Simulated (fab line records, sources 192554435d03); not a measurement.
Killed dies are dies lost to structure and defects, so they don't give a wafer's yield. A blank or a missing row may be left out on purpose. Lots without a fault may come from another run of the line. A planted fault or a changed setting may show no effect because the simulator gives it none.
Problem report in the 8D (eight disciplines) form, filled by code | flow n5_finfet | the parts of the form that need people (team, actions taken, sign-off) are left out

1. THE PROBLEM
raw_defect_count at N5_BEOL_M13_INSPECT_55 reads a mean of 1219 on 3 wafers of 1 lot; wafers without a fault read 73 with a standard deviation of 26. That is +44 standard deviations from the usual mean.
The step: inspects for defects (darkfield).
First seen on wafer L221.2, day 17 14:38, on defect_inspect-01. The record holds 36 wafers of 12 lots with a number at this step. Rule for "out", or "out of limits": more than 4 standard deviations from the usual mean. The other wafers with a number count as sound.

2. WHAT IT IS AND WHAT IT IS NOT
question                    | is                     | is not
which readings at this step | raw_defect_count       | -
which lots                  | L221                   | L204, L205, L206, L207, L210, L211, L212, L215, L217, L218, L220
which wafers of those lots  | all that have a number | -
read on which gauges        | defect_inspect-01      | defect_inspect-02
when                        | from day 17 14:38      | up to then (33 sound wafers)

3. SUSPECTS, AND WHAT RULES EACH OUT
Counting: a tool at a process step up to the reading stays a suspect if it ran every lot that is out and no sound lot after the first of them.
- the gauge at N5_BEOL_M13_INSPECT_55: ruled out. All the wafers that are out were read on defect_inspect-01, but those of them that N5_PASSIVATION_PROBE_49 has rows for are out there too, on other tools.
- pvd_sputter-03 at N5_BEOL_M13_SPUTTER_43 (material TaN, target thk 15 nm, time 24.19 s): kept. It ran the lot that is out, L221 (day 17 13:26), and no sound lot after that; its last sound lot up to then is L217 (day 16 23:37).
- cmp-03 at N5_BEOL_M13_CMP_49 (polishes, stops on SiOC, t overpolish 17.1 s, target thk 420 nm): kept. It ran the lot that is out, L221 (day 17 14:10), and no sound lot after that; its last sound lot up to then is L220 (day 17 07:22).
Left after counting: pvd_sputter-03 at N5_BEOL_M13_SPUTTER_43, cmp-03 at N5_BEOL_M13_CMP_49.

4. THE CAUSE (what the simulator had put in)
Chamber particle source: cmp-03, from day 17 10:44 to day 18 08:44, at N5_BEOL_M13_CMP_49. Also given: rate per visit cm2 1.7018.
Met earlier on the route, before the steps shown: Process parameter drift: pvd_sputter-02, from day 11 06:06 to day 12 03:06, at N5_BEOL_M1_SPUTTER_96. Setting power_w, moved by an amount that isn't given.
Counting left 2 suspects, and this tool is among them.

5. THE CHAIN OF EFFECTS, in route order
Each row: a reading whose mean over the struck wafers that have a number lies more than 3 standard deviations from the usual. Only readings for which the record gives a usual standard deviation are gone through. hours: the time from each lot's start at the first step in this table that gives one to its start at this step, as a median over the lots. sigmas: the change in usual standard deviations.
hours | step                    | reading              | usual  | on struck wafers | change | sigmas
0     | N5_BEOL_M13_INSPECT_55  | raw_defect_count     | 73     | 1219             | +1146  | +44
36    | N5_PASSIVATION_PROBE_49 | defect_limited_yield | 91.3 % | 37.1             | -54.2  | -39
36    | N5_PASSIVATION_PROBE_49 | killed_at_M4_up      | 14     | 699              | +685   | +99 or more
36    | N5_PASSIVATION_PROBE_49 | killed_dies          | 103    | 743              | +640   | +38
36    | N5_PASSIVATION_PROBE_49 | killed_on_rim        | 13     | 103              | +90    | +21
36    | N5_PASSIVATION_PROBE_49 | sort_bin_5_function  | 5.1 %  | 41.3             | +36.2  | +37
36    | N5_PASSIVATION_PROBE_49 | sort_bin_6_memory    | 3.3 %  | 17.5             | +14.2  | +22
36    | N5_PASSIVATION_PROBE_49 | sort_n_pass          | 1077   | 437              | -640   | -38
36    | N5_PASSIVATION_PROBE_49 | sort_yield_pct       | 91.2 % | 37.1             | -54.1  | -39
The process steps in it:
- N5_PASSIVATION_PROBE_49

6. WHAT WOULD HAVE CAUGHT IT SOONER
In this record the first reading out of limits at a measuring or inspecting step was taken at day 17 14:38, 4 hours after the fault began at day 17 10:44.
Of the tool readings at N5_BEOL_M13_CMP_49 for which the record gives a usual standard deviation, none was out on any struck wafer, so an alarm limit of 4 standard deviations on them would not have fired.
All the lots that are out (1) had begun N5_BEOL_M13_CMP_49 on cmp-03 by day 17 14:38. A hold on the tool at that time would have spared none of them.
